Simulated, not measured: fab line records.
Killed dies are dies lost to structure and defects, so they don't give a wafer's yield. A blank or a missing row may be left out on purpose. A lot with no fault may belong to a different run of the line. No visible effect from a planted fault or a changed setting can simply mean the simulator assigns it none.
8D (eight disciplines) problem report, filled in by code ; flow n5_finfet ; the parts of the form that need people (team, actions taken, sign-off) are left out

1. THE PROBLEM
At N5_BEOL_M9_CMP_52, barrier_field_endpoint_s averages 16.2 s over 3 wafers from 3 lots, while fault-free wafers read 29.1 s, standard deviation 0.82. Relative to the usual mean, that is a shift of -16 standard deviations.
The step: polishes, stops on SiCOH lowk, t overpolish 7 s, target thk 140 nm.
Earliest sighting: wafer L332.4 on cmp-03 at day 15 15:56. Wafers with a number at this step in the record: 35, from 13 lots. By rule, "out" or "out of limits" means more than 4 standard deviations away from the usual mean. Any other wafer with a number is counted as sound.

2. WHAT IT IS, WHAT IT ISN'T
question;is;is not
which readings at this step;barrier_field_endpoint_s, time_to_endpoint_s;motor_current_A, overpolish_run_s, platen_rpm
which lots;L327, L332, L333;L310, L311, L312, L313, L314, L315, L316, L317, L319, L321
which wafers of those lots;L327.5, L332.4, L333.5;L327.3, L332.2, L333.3
read on which tools;cmp-03;cmp-02, cmp-04
when;from day 15 15:56;"up to then (30 sound wafers); but 2 sound wafers of L327, L333 came after"

3. SUSPECTS, AND WHAT RULES EACH OUT
Counting: if a tool at a process step up to the reading ran every lot that is out, it stays a suspect. Sound lots after the first of them don't rule it out here, since some wafers of a struck lot are sound.
- cmp-03 at N5_BEOL_M9_CMP_52 (polishes, stops on SiCOH lowk, t overpolish 7 s, target thk 140 nm): kept. Ran every lot that is out, first one L332 (day 15 15:56); last sound lot up to then L321 (day 13 03:49). Its own barrier_field_endpoint_s, time_to_endpoint_s readings are out on those wafers.
After counting, what remains is cmp-03 at N5_BEOL_M9_CMP_52.

4. THE CAUSE (what the simulator had put in)
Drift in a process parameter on cmp-03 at N5_BEOL_M9_CMP_52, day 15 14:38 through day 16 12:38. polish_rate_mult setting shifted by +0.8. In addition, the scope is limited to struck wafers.
This tool alone remained once counting was done.

5. THE EFFECT CHAIN, in route order
Each row: a reading whose mean over the struck wafers that have a number lies more than 3 standard deviations from the usual. Scope: only readings with a usual standard deviation given in the record; hours: median across lots of the time from each lot's start at the first step in this table that gives one to its start at this step; sigmas: change in usual standard deviations.
hours;step;reading;usual;on struck wafers;change;sigmas
0;N5_BEOL_M9_CMP_52;barrier_field_endpoint_s;29.1 s;16.2;-12.9;-16
0;N5_BEOL_M9_CMP_52;time_to_endpoint_s;66 s;38;-28;-8.6
The process steps in it:
- N5_BEOL_M9_CMP_52: polishes, stops on SiCOH lowk, t overpolish 7 s, target thk 140 nm.
Later steps that measure or inspect, where all struck wafers having a row at the step show a number for every such reading and not one has moved that far: N5_BEOL_M9_INSPECT_58.

6. HOW IT WOULD HAVE BEEN CAUGHT EARLIER
In this record the first reading out of limits was taken at day 15 15:56, 1 hour after the fault began at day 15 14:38.
